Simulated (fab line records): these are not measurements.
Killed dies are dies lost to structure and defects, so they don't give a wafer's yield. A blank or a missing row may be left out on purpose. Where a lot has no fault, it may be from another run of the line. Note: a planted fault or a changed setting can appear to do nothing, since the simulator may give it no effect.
Matching of chambers	flow nand-harc	ald-metal-01 running NHARC_A_WL_FILL_ALD_02: 4 sister chambers
The step deposits TiN, target thk 2 nm, pulse time 3 s, ald cycles 100. 14 wafers are shown with their chamber, then 7 later ones without.

== EACH WAFER AND ITS CHAMBER ==
wafer	chamber	heater-power-outer-w (W)	heater-power-w (W)	precursor-pulse-height-rel
L074.1	1	704	1123	1.034
L074.2	3	552	930	0.986
L074.3	2	679	1019	1.024
L078.3	2	671	1030	1.028
L078.5	1	682	1113	1.005
L078.6	2	669	1023	0.973
L086.1	0	542	881	1.006
L086.4	2	670	1037	0.963
L086.5	2	679	1050	1.020
L085.2	3	584	974	1.006
L085.4	3	569	951	1.011
L085.5	0	528	905	1.033
L091.1	0	543	870	0.990
L091.2	3	570	933	0.995

SIGNATURES (means of the wafers above)
reading	chamber 0	chamber 1	chamber 2	chamber 3	scatter within a chamber
heater-power-outer-w	537.67	693.00	673.60	568.75	9.98
heater-power-w	885.33	1118.00	1031.80	947.00	15.9
precursor-pulse-height-rel	1.00967	1.01950	1.00160	0.99950	0.0236
Rule: for each reading, subtract the chamber's mean from the wafer's reading, divide by that reading's scatter and square the result; add these up over the readings and take the root, which gives the wafer's distance from the chamber. The wafer belongs to the nearest chamber; if the next one is less than 2 further off, it can't be placed. The scatter: take each reading less its chamber's mean, square it, sum over the shown wafers, divide by the number of wafers less the number of chambers, and take the root.

== WAFERS WITHOUT THEIR CHAMBER ==
wafer	heater-power-outer-w (W)	heater-power-w (W)	precursor-pulse-height-rel
L091.6	766	1145	0.999
L095.2	543	921	0.997
L095.3	774	1138	0.988
L095.6	762	1150	0.995
L096.4	579	919	1.011
L096.5	588	948	0.974
L096.6	703	1046	1.008

== THE CHAMBER EACH PASSED THROUGH ==
wafer	from the rows above	in truth
L091.6	1	1
L095.2	can't be placed: 0 or 3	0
L095.3	1	1
L095.6	1	1
L096.4	3	3
L096.5	3	3
L096.6	can't be placed: 2 or 1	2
Correct placement for 5 of the 7. Unplaceable from these rows: 2, with the true chamber sitting among the candidates in 2. Wrongly placed: 0.
